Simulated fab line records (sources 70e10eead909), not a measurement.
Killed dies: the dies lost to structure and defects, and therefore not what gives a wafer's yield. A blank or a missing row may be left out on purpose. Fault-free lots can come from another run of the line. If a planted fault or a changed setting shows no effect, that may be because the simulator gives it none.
Which tool was responsible? ; flow nandHarc ; Sampling: 24 lots, 72 wafers, 6 of 1302 route steps

WHAT EACH GAUGE READ, for each wafer
NHARC_P_M1_INSPECT_27. Usual: rawDefectCount at 297, with a standard deviation of 100.
lot;measured;on;rawDefectCount;flag
L074;day 6 12:18;defectInspect-01;392 380 227;
L075;day 6 17:23;defectInspect-02;214 218 290;
L076;day 7 11:35;defectInspect-01;224 254 515;
L077;day 7 20:46;defectInspect-02;175 245 174;
L078;day 7 23:55;defectInspect-01;421 217 343;
L079;day 8 19:07;defectInspect-02;563 163 178;
L080;day 9 06:09;defectInspect-01;216 348 229;
L081;day 9 13:01;defectInspect-02;424 422 605;
L082;day 9 19:38;defectInspect-01;378 277 332;
L083;day 10 09:23;defectInspect-01;241 327 324;
L084;day 10 18:20;defectInspect-02;310 547 413;
L085;day 11 08:29;defectInspect-01;202 168 224;
L086;day 11 08:48;defectInspect-02;309 293 225;
L087;day 12 06:02;defectInspect-01;148 189 283;
L088;day 12 06:53;defectInspect-02;150 279 201;
L090;day 12 21:05;defectInspect-02;462 241 250;
L089;day 12 20:50;defectInspect-01;248 228 189;
L091;day 13 13:41;defectInspect-01;320 167 310;
L092;day 13 23:59;defectInspect-01;369 425 180;
L093;day 14 01:20;defectInspect-02;327 363 403;
L094;day 14 14:52;defectInspect-02;347 349 239;
L095;day 14 20:10;defectInspect-02;389 297 243;
L096;day 15 13:01;defectInspect-02;202 273 246;
L097;day 15 21:13;defectInspect-02;231 284 255;

TOOL THAT RAN EACH LOT (tool first, then ch and the chambers of the sampled wafers, then the start)
lot;NHARC_P_GATE_STRIP_76;NHARC_P_GATE_DESCUM_93;NHARC_P_GATE_RTA_80;NHARC_P_CONTACT_ETCH_31;NHARC_P_M0_DEP_32
L074;plasmaAsher-01 ch 0, day 5 19:51;rieDiel-07 ch 0,2, day 5 20:56;rtpAnneal-01 ch 0, day 5 23:11;rieDiel-04 ch 0,1,2, day 6 08:26 or earlier;pecvd-01 ch 0,1,2, day 6 08:26
L075;plasmaAsher-02 ch 0,1, day 6 00:40;rieDiel-06 ch 1,2,3, day 6 01:43;rtpAnneal-01 ch 0, day 6 04:01;rieDiel-01 ch 0,1, day 6 13:14 or earlier;pecvd-04 ch 0,1,2, day 6 13:14
L076;plasmaAsher-02 ch 0,1, day 6 18:53;rieDiel-06 ch 0,1, day 6 20:01;rtpAnneal-01 ch 0, day 6 22:18;rieDiel-04 ch 0,3, day 7 07:32 or earlier;pecvd-03 ch 1,2, day 7 07:32
L077;plasmaAsher-02 ch 0,1, day 7 04:02;rieDiel-07 ch 1,2,3, day 7 05:08;rtpAnneal-01 ch 0, day 7 07:38;rieDiel-04 ch 1,2,3, day 7 16:50 or earlier;pecvd-04 ch 0,1,2, day 7 16:50
L078;plasmaAsher-02 ch 0,1, day 7 06:46;rieDiel-07 ch 0,1, day 7 07:51;rtpAnneal-01 ch 0, day 7 10:07;rieDiel-04 ch 2,3, day 7 20:04 or earlier;pecvd-01 ch 1,2, day 7 20:04
L079;plasmaAsher-02 ch 0,1, day 8 02:30;rieDiel-10 ch 0,1,3, day 8 03:36;rtpAnneal-02 ch 0, day 8 05:51;rieDiel-01 ch 1,2,3, day 8 15:11 or earlier;pecvd-04 ch 0,2, day 8 15:11
L080;plasmaAsher-02 ch 0,1, day 8 12:32;rieDiel-10 ch 1,2,3, day 8 13:30;rtpAnneal-02 ch 0, day 8 15:52;rieDiel-04 ch 0,1,2, day 8 19:03;pecvd-01 ch 0,1,2, day 9 01:44
L081;plasmaAsher-02 ch 0,1, day 8 20:29;rieDiel-06 ch 1,2, day 8 21:34;rtpAnneal-02 ch 0, day 8 23:49;rieDiel-12 ch 0,2, day 9 09:01 or earlier;pecvd-03 ch 0,1,2, day 9 09:01
L082;plasmaAsher-01 ch 0,1, day 9 03:22;rieDiel-06 ch 0,1,2, day 9 04:20;rtpAnneal-02 ch 0, day 9 06:34;rieDiel-01 ch 0,2,3, day 9 15:47 or earlier;pecvd-04 ch 1,2, day 9 15:47
L083;plasmaAsher-01 ch 0,1, day 9 16:31;rieDiel-06 ch 0,2,3, day 9 17:37;rtpAnneal-02 ch 0, day 9 19:50;rieDiel-04 ch 0,2,3, day 10 05:22 or earlier;pecvd-03 ch 0,1,2, day 10 05:22
L084;plasmaAsher-02 ch 0,1, day 10 02:04;rieDiel-06 ch 1,2, day 10 03:01;rtpAnneal-01 ch 0, day 10 05:15;rieDiel-12 ch 1,2, day 10 14:31 or earlier;pecvd-01 ch 0,1, day 10 14:31
L085;plasmaAsher-02 ch 0,1, day 10 14:32;rieDiel-07 ch 0,1,2, day 10 15:37;rtpAnneal-02 ch 0, day 10 17:52;rieDiel-04 ch 1,3, day 11 03:12 or earlier;pecvd-03 ch 0,1, day 11 03:12
L086;plasmaAsher-01 ch 0,1, day 10 15:02;rieDiel-06 ch 0,2, day 10 16:07;rtpAnneal-02 ch 0, day 10 18:22;rieDiel-01 ch 0,2,3, day 11 04:16 or earlier;pecvd-04 ch 1,2, day 11 04:16
L087;plasmaAsher-01 ch 0,1, day 11 13:20;rieDiel-06 ch 0,2,3, day 11 14:23;rtpAnneal-01 ch 0, day 11 16:49;rieDiel-01 ch 1,2,3, day 12 02:09 or earlier;pecvd-04 ch 0,1, day 12 02:09
L088;plasmaAsher-01 ch 0,1, day 11 13:57;rieDiel-10 ch 0,2,3, day 11 14:56;rtpAnneal-01 ch 0, day 11 17:35;rieDiel-01 ch 1,3, day 12 02:49 or earlier;pecvd-01 ch 0,1, day 12 02:49
L090;plasmaAsher-02 ch 0,1, day 12 03:18;rieDiel-10 ch 0,3, day 12 04:14;rtpAnneal-02 ch 0, day 12 06:33;rieDiel-04 ch 1,2, day 12 16:41 or earlier;pecvd-03 ch 0,2, day 12 16:41
L089;plasmaAsher-01 ch 0,1, day 12 04:12;rieDiel-07 ch 0,1,3, day 12 05:17;rtpAnneal-01 ch 0, day 12 07:31;rieDiel-01 ch 0,1,2, day 12 16:43 or earlier;pecvd-01 ch 1,2, day 12 16:43
L091;plasmaAsher-01 ch 0,1, day 12 20:46;rieDiel-06 ch 0,1,2, day 12 21:44;rtpAnneal-01 ch 0, day 13 00:08;rieDiel-12 ch 0,1,3, day 13 09:14 or earlier;pecvd-01 ch 1,2, day 13 09:14
L092;plasmaAsher-02 ch 0,1, day 13 07:23;rieDiel-06 ch 1,2,3, day 13 08:27;rtpAnneal-02 ch 0, day 13 10:45;rieDiel-04 ch 2,3, day 13 20:02 or earlier;pecvd-01 ch 0,1,2, day 13 20:02
L093;plasmaAsher-02 ch 0,1, day 13 08:46;rieDiel-06 ch 0,1,3, day 13 09:53;rtpAnneal-01 ch 0, day 13 12:07;rieDiel-12 ch 0,1, day 13 21:22 or earlier;pecvd-01 ch 0,1, day 13 21:22
L094;plasmaAsher-01 ch 0,1, day 13 21:55;rieDiel-10 ch 2,3, day 13 22:52;rtpAnneal-02 ch 0, day 14 01:11;rieDiel-01 ch 0,1,2, day 14 10:22 or earlier;pecvd-04 ch 0,1,2, day 14 10:22
L095;plasmaAsher-01 ch 0, day 14 03:48;rieDiel-06 ch 0,1,2, day 14 04:46;rtpAnneal-01 ch 0, day 14 07:02;rieDiel-04 ch 1,3, day 14 16:08 or earlier;pecvd-04 ch 0,1,2, day 14 16:08
L096;plasmaAsher-01 ch 0,1, day 14 20:35;rieDiel-07 ch 2,3, day 14 21:38;rtpAnneal-01 ch 0, day 14 23:56;rieDiel-04 ch 0,1,3, day 15 09:03 or earlier;pecvd-04 ch 0,2, day 15 09:03
L097;plasmaAsher-01 ch 0,1, day 15 04:28;rieDiel-06 ch 0,1,2, day 15 05:26;rtpAnneal-02 ch 0, day 15 07:43;rieDiel-04 ch 0,1,2, day 15 17:12 or earlier;pecvd-04 ch 0,2, day 15 17:12
- NHARC_P_GATE_STRIP_76: strips in O2.
- NHARC_P_GATE_DESCUM_93: chemistry O2, time 3 s.
- NHARC_P_GATE_RTA_80: time 30 s.
- NHARC_P_CONTACT_ETCH_31: etches the open film in CH3F/O2, target depth 30 nm, time 85.7 s.
- NHARC_P_M0_DEP_32: deposits SiCN, target thk 30 nm.

WHAT THE TOOLS THEMSELVES READ (means of the sampled wafers that have a number; where no wafer has one, the mark that the record gives instead)
NHARC_P_GATE_STRIP_76. Usual: drypumpMotorCurrentA 5.78 A, standard deviation 0.16; heaterPowerW 352 W, standard deviation 23.
lot;tool;drypumpMotorCurrentA (A);heaterPowerW (W);flag
L074;plasmaAsher-01;5.76;346;
L075;plasmaAsher-02;5.69;338;
L076;plasmaAsher-02;5.68;339;
L077;plasmaAsher-02;5.69;336;
L078;plasmaAsher-02;5.69;336;
L079;plasmaAsher-02;5.70;337;
L080;plasmaAsher-02;5.64;343;
L081;plasmaAsher-02;5.67;344;
L082;plasmaAsher-01;5.85;348;
L083;plasmaAsher-01;5.85;349;
L084;plasmaAsher-02;5.65;350;
L085;plasmaAsher-02;5.67;339;
L086;plasmaAsher-01;5.94;362;
L087;plasmaAsher-01;5.86;354;
L088;plasmaAsher-01;5.95;361;
L090;plasmaAsher-02;5.64;363;
L089;plasmaAsher-01;5.97;366;
L091;plasmaAsher-01;5.96;360;
L092;plasmaAsher-02;5.64;370;
L093;plasmaAsher-02;5.65;369;
L094;plasmaAsher-01;5.87;350;
L095;plasmaAsher-01;5.74;336;
L096;plasmaAsher-01;5.83;354;
L097;plasmaAsher-01;5.85;352;

NHARC_P_GATE_DESCUM_93. Usual: drypumpMotorCurrentA 5.6 A, standard deviation 0.37; oesProductAu 1.002 a.u., standard deviation 0.0069; rfVppV 57.9 V, standard deviation 0.84; showerheadPlenumPTorr 1.97 Torr, standard deviation 0.081; throttleValvePct 11.311 %, standard deviation 0.0089.
lot;tool;drypumpMotorCurrentA (A);oesProductAu (a.u.);rfVppV (V);showerheadPlenumPTorr (Torr);throttleValvePct (%);flag
L074;rieDiel-07;6.0;1.010;58.0;1.92;11.299;
L075;rieDiel-06;5.8;0.996;58.3;2.01;11.311;
L076;rieDiel-06;5.3;1.010;57.6;2.03;11.309;
L077;rieDiel-07;5.6;1.004;57.8;1.91;11.308;
L078;rieDiel-07;6.3;1.003;58.2;1.99;11.316;
L079;rieDiel-10;5.4;1.003;57.8;1.90;11.315;
L080;rieDiel-10;5.4;1.004;57.0;1.86;11.310;
L081;rieDiel-06;5.8;1.006;58.6;1.96;11.314;
L082;rieDiel-06;5.6;1.000;58.2;2.00;11.311;
L083;rieDiel-06;5.8;0.995;57.5;2.00;11.313;
L084;rieDiel-06;5.5;0.994;58.2;2.01;11.311;
L085;rieDiel-07;6.0;1.009;57.4;1.93;11.303;
L086;rieDiel-06;5.9;1.010;58.2;1.95;11.310;
L087;rieDiel-06;5.8;1.001;57.0;2.00;11.324;
L088;rieDiel-10;5.5;1.004;58.7;1.88;11.310;
L090;rieDiel-10;5.5;1.003;57.1;1.88;11.317;
L089;rieDiel-07;5.9;1.001;57.6;1.97;11.309;
L091;rieDiel-06;5.6;1.003;59.1;1.99;11.306;
L092;rieDiel-06;5.7;1.000;57.8;2.01;11.315;
L093;rieDiel-06;5.5;0.999;57.4;2.04;11.306;
L094;rieDiel-10;5.5;0.998;57.6;1.83;11.305;
L095;rieDiel-06;5.6;0.999;57.6;1.99;11.314;
L096;rieDiel-07;5.6;1.006;57.9;1.89;11.307;
L097;rieDiel-06;5.6;1.002;59.5;1.99;11.307;

NHARC_P_GATE_RTA_80. Usual: wafer_temp_C_max at 301.7, with a standard deviation of 0.55.
lot;tool;wafer_temp_C_max;flag
L074;rtpAnneal-01;301.8;
L075;rtpAnneal-01;302.0;
L076;rtpAnneal-01;302.4;
L077;rtpAnneal-01;302.2;
L078;rtpAnneal-01;302.2;
L079;rtpAnneal-02;301.5;
L080;rtpAnneal-02;301.0;
L081;rtpAnneal-02;301.1;
L082;rtpAnneal-02;301.5;
L083;rtpAnneal-02;301.2;
L084;rtpAnneal-01;301.8;
L085;rtpAnneal-02;300.9;
L086;rtpAnneal-02;301.3;
L087;rtpAnneal-01;302.6;
L088;rtpAnneal-01;302.0;
L090;rtpAnneal-02;301.4;
L089;rtpAnneal-01;301.9;
L091;rtpAnneal-01;302.0;
L092;rtpAnneal-02;301.2;
L093;rtpAnneal-01;302.2;
L094;rtpAnneal-02;301.5;
L095;rtpAnneal-01;302.1;
L096;rtpAnneal-01;302.0;
L097;rtpAnneal-02;301.2;

NHARC_P_CONTACT_ETCH_31. Usual: drypumpMotorCurrentA 5.8 A, standard deviation 0.54; oesProductAu 0.977 a.u., standard deviation 0.014; rfVppV 244.6 V, standard deviation 1.9; showerheadPlenumPTorr 2.48 Torr, standard deviation 0.13; throttleValvePct 20.664 %, standard deviation 0.0093.
lot;tool;drypumpMotorCurrentA (A);oesProductAu (a.u.);rfVppV (V);showerheadPlenumPTorr (Torr);throttleValvePct (%);flag
L074;rieDiel-04;5.5;0.975;244.3;2.50;20.671;
L075;rieDiel-01;6.1;0.983;246.0;2.54;20.665;
L076;rieDiel-04;5.1;0.978;244.6;2.50;20.666;
L077;rieDiel-04;5.7;0.984;244.3;2.47;20.660;
L078;rieDiel-04;5.9;0.956;245.8;2.51;20.660;
L079;rieDiel-01;6.2;0.994;243.4;2.41;20.670;
L080;rieDiel-04;5.5;1.003;244.7;2.50;20.665;
L081;rieDiel-12;6.1;0.986;245.8;2.58;20.663;
L082;rieDiel-01;6.0;0.977;245.7;2.52;20.671;
L083;rieDiel-04;5.7;0.956;245.8;2.54;20.664;
L084;rieDiel-12;6.2;0.959;244.1;2.50;20.662;
L085;rieDiel-04;5.2;0.958;243.3;2.37;20.669;
L086;rieDiel-01;6.0;0.963;245.8;2.52;20.655;
L087;rieDiel-01;6.1;0.988;244.3;2.41;20.664;
L088;rieDiel-01;6.3;0.965;242.8;2.35;20.676;
L090;rieDiel-04;5.5;0.973;243.6;2.43;20.658;
L089;rieDiel-01;6.1;0.978;245.2;2.49;20.663;
L091;rieDiel-12;6.1;0.990;243.8;2.44;20.666;
L092;rieDiel-04;6.2;0.980;246.1;2.57;20.667;
L093;rieDiel-12;6.1;0.964;244.4;2.47;20.664;
L094;rieDiel-01;6.1;0.977;244.9;2.49;20.659;
L095;rieDiel-04;5.4;0.987;244.7;2.40;20.662;
L096;rieDiel-04;5.2;0.982;244.5;2.43;20.659;
L097;rieDiel-04;5.5;0.982;244.0;2.50;20.668;

NHARC_P_M0_DEP_32. Usual: chamberPressureTorr 2.999 Torr, standard deviation 0.0067; heaterPowerW 592 W, standard deviation 69.
lot;tool;chamberPressureTorr (Torr);heaterPowerW (W);flag
L074;pecvd-01;3.000;526;
L075;pecvd-04;2.997;582;
L076;pecvd-03;3.007;561;
L077;pecvd-04;3.000;589;
L078;pecvd-01;2.988;656;
L079;pecvd-04;2.995;618;
L080;pecvd-01;3.000;588;
L081;pecvd-03;2.996;543;
L082;pecvd-04;3.000;573;
L083;pecvd-03;3.005;561;
L084;pecvd-01;2.998;488;
L085;pecvd-03;2.997;537;
L086;pecvd-04;3.003;630;
L087;pecvd-04;2.998;662;
L088;pecvd-01;3.002;522;
L090;pecvd-03;2.996;517;
L089;pecvd-01;2.998;614;
L091;pecvd-01;3.003;612;
L092;pecvd-01;2.997;574;
L093;pecvd-01;2.997;549;
L094;pecvd-04;2.999;662;
L095;pecvd-04;3.001;643;
L096;pecvd-04;3.001;623;
L097;pecvd-04;2.997;609;

THE ANSWER, worked out from the rows above alone
Rule: a lot is off if the mean of its wafers that have a number lies more than 3 standard deviations from the usual mean. A lot without any number at a reading at which 4 lots or more have one is off too. The other lots that the step has rows for count as sound. First the gauges in route order, then the tools' own readings, where a lot's mean is used as printed above. At the first step where some lot is off, the reading lying furthest off is the one used; lots without a number count as furthest.
Across all readings shown, no lot is off: no conclusion can be drawn from this.

WHAT HAD BEEN PUT IN BY THE SIMULATOR
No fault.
